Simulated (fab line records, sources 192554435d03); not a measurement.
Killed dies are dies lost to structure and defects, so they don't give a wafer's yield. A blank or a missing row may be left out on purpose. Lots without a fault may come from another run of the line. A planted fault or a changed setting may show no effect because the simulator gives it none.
Chamber matching | flow n5_finfet | N5_BEOL_M4_CMP_52 on cmp-04: 4 sister chambers
The step polishes, stops on SiOC, t overpolish 6.8 s, target thk 40 nm. 7 wafers are shown with their chamber, then 7 later ones without.

WAFERS WITH THEIR CHAMBER
wafer  | chamber | motor_current_A (A) | time_to_endpoint_s (s)
L209.6 | 0       | 5.5                 | 62
L220.6 | 0       | 5.5                 | 63
L221.3 | 1       | 5.9                 | 66
L221.4 | 2       | 6.6                 | 63
L221.5 | 3       | 6.9                 | 57
L222.2 | 3       | 6.8                 | 56
L222.3 | 2       | 6.3                 | 65

WAFERS WITHOUT THEIR CHAMBER
wafer  | motor_current_A (A) | time_to_endpoint_s (s)
L222.5 | 6.0                 | 67
L226.1 | 6.1                 | 66
L226.2 | 5.6                 | 70
L226.5 | 6.9                 | 55
L225.1 | 6.2                 | 69
L225.2 | 6.2                 | 65
L225.6 | 6.0                 | 69

WHICH CHAMBER EACH WENT THROUGH
wafer  | from the rows above     | in truth
L222.5 | 1                       | 1
L226.1 | can't be placed: 1 or 2 | 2
L226.2 | 1                       | 1
L226.5 | 3                       | 3
L225.1 | can't be placed: 1 or 2 | 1
L225.2 | can't be placed: 2 or 1 | 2
L225.6 | 1                       | 1
Placed correctly: 4 of 7. Can't be placed from these rows: 3 (the true chamber is among the candidates in 3). Placed wrongly: 0.
How it was worked out, from the rows above alone: a wafer's distance from a chamber is the root of the sum, over the readings, of the square of ((its reading less the chamber's mean) divided by the reading's scatter). The wafer belongs to the nearest chamber; if the next one is less than 2 further off, it can't be placed. A chamber's mean is the mean of its shown wafers. The scatter: the root of (the sum of the squares of (reading less its chamber's mean) over the shown wafers, divided by (wafers less chambers)).
